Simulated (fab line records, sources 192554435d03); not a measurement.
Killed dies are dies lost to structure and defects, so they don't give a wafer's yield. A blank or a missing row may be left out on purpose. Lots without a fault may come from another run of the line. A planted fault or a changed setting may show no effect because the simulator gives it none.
A struck lot beside a sound one | flow n5_finfet | 19 steps out of a route of 1938
Sound: wafers L630.1, L630.3, L630.5. Struck: wafer L634.3. (L634.1, L634.6 of the same lot were not struck and are left out.) The cause comes at the end.
At each step with rows: each side's tool, then ch and its chambers, then its first start. Under that, the readings that differ: sound wafers | struck wafers | difference of the means | sigmas: that difference in standard deviations of wafers without a fault.
alike: readings whose means differ by less than 2 such deviations, and words and numbers that are the same on both sides. not compared: withheld readings, readings that some wafer has no value for, bounds like >300 that may hide the same value, and numbers for which the record gives no deviation and whose values overlap.
The two part at a step that has a row with sigmas, a row that says differs or no value, or rows on one side only. Numbers that don't overlap but have no deviation are shown without sigmas and don't part them. A reading that every wafer of one side lacks parts them only if that side has two wafers or more.

first, 6 steps without rows for these wafers: N5_BEOL_M0_SAQP_COAT_34 (resist thk 30 nm); N5_BEOL_M0_SAQP_EBR_36; N5_BEOL_M0_SAQP_SOFTBAKE_35 (time 60 s); N5_BEOL_M0_SAQP_EXPOSE_37 (exposes mask M0 CUT1, target cd 30 nm); N5_BEOL_M0_SAQP_PEB_38 (peb time 60 s); N5_BEOL_M0_SAQP_DEVELOP_39 (develop time 30 s).
N5_BEOL_M0_SAQP_CD_MEAS_40: target cd 30 nm.
  sound on cd_sem-03 ch 0, day 9 00:47; struck on cd_sem-02 ch 0, day 10 02:54
  alike: cd_nm
N5_BEOL_M0_SAQP_OVL_MEAS_41:
  sound on overlay-02 ch 0, day 9 00:50; struck on overlay-02 ch 0, day 10 02:56
  alike: M0_CUT1_OVL
N5_BEOL_M0_SAQP_INSPECT_42: inspects for defects (brightfield).
  sound on defect_inspect-01, day 9 00:53; struck on defect_inspect-01, day 10 02:59
  alike: raw_defect_count
N5_BEOL_M0_SAQP_DESCUM_45: chemistry O2, time 7 s.
  sound on rie_diel-01 ch 0,2, day 9 00:55; struck on rie_diel-05 ch 1, day 10 03:01
  reading               | sound          | struck | difference | sigmas
  oes_product_au (a.u.) | 0.90 0.77 0.90 | 0.69   | -0.17      | -2
  alike: drypump_motor_current_A, rf_vpp_V, showerhead_plenum_p_Torr, throttle_valve_pct
  not compared: rf_hours_counter_h
N5_BEOL_M0_SAQP_ETCH_88: etches underlayer in N2/H2, target depth 6.5 nm, time 5.2 s.
  sound on rie_diel-01 ch 0,2, day 9 00:57; struck on rie_diel-05 ch 1, day 10 03:03
  alike: drypump_motor_current_A, etch_rf_on_time_s, oes_product_au, rf_vpp_V, showerhead_plenum_p_Torr, throttle_valve_pct
  not compared: rf_hours_counter_h
N5_BEOL_M0_SAQP_ETCH_73: etches SiARC in CF4, target depth 19.5 nm, time 32.5 s.
  sound on rie_diel-01 ch 0,2, day 9 00:58; struck on rie_diel-05 ch 1, day 10 03:04
  reading                | sound             | struck | difference | sigmas
  throttle_valve_pct (%) | 15.37 15.31 15.39 | 15.76  | +0.40      | +2
  alike: drypump_motor_current_A, etch_rf_on_time_s, oes_product_au, rf_vpp_V, showerhead_plenum_p_Torr
  not compared: rf_hours_counter_h
N5_BEOL_M0_SAQP_CUT_ETCH_46: etches SOC in N2/H2, target depth 135 nm, overetch 27 nm, time 202.5 s.
  sound on rie_diel-01 ch 0,2, day 9 01:00; struck on rie_diel-05 ch 1, day 10 03:06
  reading                                         | sound        | struck | difference | sigmas
  model.SiARC_of_BEOL_M0_SAQP_COAT_72.thk_nm (nm) | 5 5.6 5      | 7.2    | +2.0       |
  model.BEOL_M0_SAQP.cd_nm (nm)                   | 30 29.8 30.2 | 29.2   | -0.8       |
  alike: drypump_motor_current_A, rf_vpp_V, showerhead_plenum_p_Torr, throttle_valve_pct
  not compared: rf_hours_counter_h
then, 2 steps without rows for these wafers: N5_BEOL_M0_SAQP_STRIP_74 (strips in N2/H2); N5_BEOL_M0_SAQP_STRIP_89 (strips in N2/H2).
N5_BEOL_M0_SAQP_ALD_48: deposits SiO2, target thk 20 nm, pulse time 1 s, co reactant pulse time 1 s.
  sound on ald_sin-03 ch 2,3, day 9 01:35; struck on ald_sin-01 ch 2, day 10 03:49
  alike: heater_power_outer_w, heater_power_w, precursor_pulse_height_rel
N5_BEOL_M0_SAQP_ETCH_49: etches SiO2 in CF4/O2, target depth 37 nm.
  sound on rie_diel-01 ch 0,1,2, day 9 02:10; struck on rie_diel-04 ch 0, day 10 04:23
  reading                         | sound          | struck | difference | sigmas
  showerhead_plenum_p_Torr (Torr) | 2.13 2.24 2.23 | 2.32   | +0.12      | +2
  model.BEOL_M0_SAQP.cd_nm (nm)   | 30 29.8 30.2   | 29.2   | -0.8       |
  alike: drypump_motor_current_A, oes_o_777_au, oes_product_au, rf_vpp_V, throttle_valve_pct
  not compared: rf_hours_counter_h
N5_BEOL_M0_SAQP_STRIP_75: strips in CF4.
  sound on rie_diel-01 ch 0,1,2, day 9 02:16; struck on rie_diel-04 ch 0, day 10 04:29
  reading                         | sound             | struck | difference | sigmas
  rf_vpp_V (V)                    | 269.4 272.0 271.5 | 274.5  | +3.5       | +3
  showerhead_plenum_p_Torr (Torr) | 1.72 1.82 1.83    | 1.88   | +0.09      | +2
  alike: drypump_motor_current_A, oes_product_au, power_w, throttle_valve_pct
  not compared: rf_hours_counter_h
-- the record jumps here: 7 days lie between the struck wafers' starts before and after (it left off in module BEOL_M0_SAQP and takes up again in module BEOL_M4, whose first step shown is number 1111 of the route) --
N5_BEOL_M4_RC_MEAS_101:
  sound on prober-02 ch 0, day 17 15:15; struck on prober-01 ch 0, day 17 15:22
  alike: DIBL_N, DIBL_P, IOFF_N, IOFF_P, ION_N, ION_P, SS_N, SS_P, VT_N, VT_P

WHERE THEY PART
First at N5_BEOL_M0_SAQP_DESCUM_45; last, within this record, at N5_BEOL_M0_SAQP_STRIP_75. Later steps at which nothing parts them and some readings are alike: N5_BEOL_M4_RC_MEAS_101.

WHY: what the simulator had put in
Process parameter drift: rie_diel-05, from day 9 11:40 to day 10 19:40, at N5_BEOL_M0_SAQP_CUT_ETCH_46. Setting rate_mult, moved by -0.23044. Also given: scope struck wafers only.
